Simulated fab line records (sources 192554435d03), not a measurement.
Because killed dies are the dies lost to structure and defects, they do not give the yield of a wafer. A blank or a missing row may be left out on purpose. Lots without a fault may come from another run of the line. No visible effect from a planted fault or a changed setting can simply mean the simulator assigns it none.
3 desks looking at one fault -- flow n5_finfet -- what lay behind the numbers comes last; until then each desk has only its own

THE DEFECT DESK
Inspection counts along the route, by lot: the mean over sampled wafers that carry a number. The brackets show how far a lot's mean lies from the usual mean; more than 4 standard deviations puts the lot out of limits, marked OUT.
Columns: A = raw_defect_count at N5_WELL_APT_INSPECT_27, usual 1.9
lot,first seen here,A
L450,day 1 21:02,2.3
L453,day 2 14:58,2.7
L464,day 5 09:24,1.7
L465,day 5 15:26,1.3
L466,day 5 21:07,1.7
L467,day 6 02:46,1.0
This desk's finding: nothing out of limits on any of the 6 lots.

FOR THE TOOL OWNER'S DESK: implanter-01
N5_WELL_APT_IMPLANT_32, tool's own readings: per-lot mean of the sampled wafers with a number, covering each lot this tool ran. The brackets show how far a lot's mean lies from the usual mean; more than 4 standard deviations puts the lot out of limits, marked OUT.
Columns: A = beam_energy_keV at N5_WELL_APT_IMPLANT_32, usual 49.995
lot,first seen here,A
L453,day 2 15:25,50.013
L464,day 5 09:52,67.973 (+99 or more) OUT
L466,day 5 21:29,67.974 (+99 or more) OUT
Finding of this desk: L464, L466 out of limits; the first was L464 at day 5 09:52, on beam_energy_keV at N5_WELL_APT_IMPLANT_32. L453 stayed within limits.

AT THE METROLOGY DESK
What the gauges read, lot by lot, whatever tool the lot ran on: means of the sampled wafers that have a number. The brackets show how far a lot's mean lies from the usual mean; more than 4 standard deviations puts the lot out of limits, marked OUT.
Columns: A = cd_nm at N5_WELL_APT_CD_MEAS_25, usual 199.1 nm; B = PWELL_OVL at N5_WELL_APT_OVL_MEAS_26, usual 3 nm
lot,first seen here,A,B
L450,day 1 20:59,198.8,-3
L453,day 2 14:55,197.3,1
L464,day 5 09:21,199.8,6
L465,day 5 15:23,201.0,9
L466,day 5 21:04,197.4,5
L467,day 6 02:43,201.6,4
This desk's finding: nothing out of limits on any of the 6 lots.

PUT TOGETHER
The tool owner's desk had the chance to raise an alarm at day 5 09:52 on L464, L466.
Nothing out of limits was seen by the defect desk.
The metrology desk saw nothing out of limits.
The defect desk has L464, L466 on record, within its limits.
The metrology desk has L464, L466 on record, within its limits.
Every lot named ran N5_WELL_APT_IMPLANT_32 on implanter-01.

WHAT THE SIMULATOR PUT IN
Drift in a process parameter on implanter-01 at N5_WELL_APT_IMPLANT_32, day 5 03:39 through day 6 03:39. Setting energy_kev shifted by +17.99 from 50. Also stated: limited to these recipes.
Struck lots among those shown: L464, L466.
Hours from the fault's start to each desk's first reading out of limits: the tool owner's desk, 6.
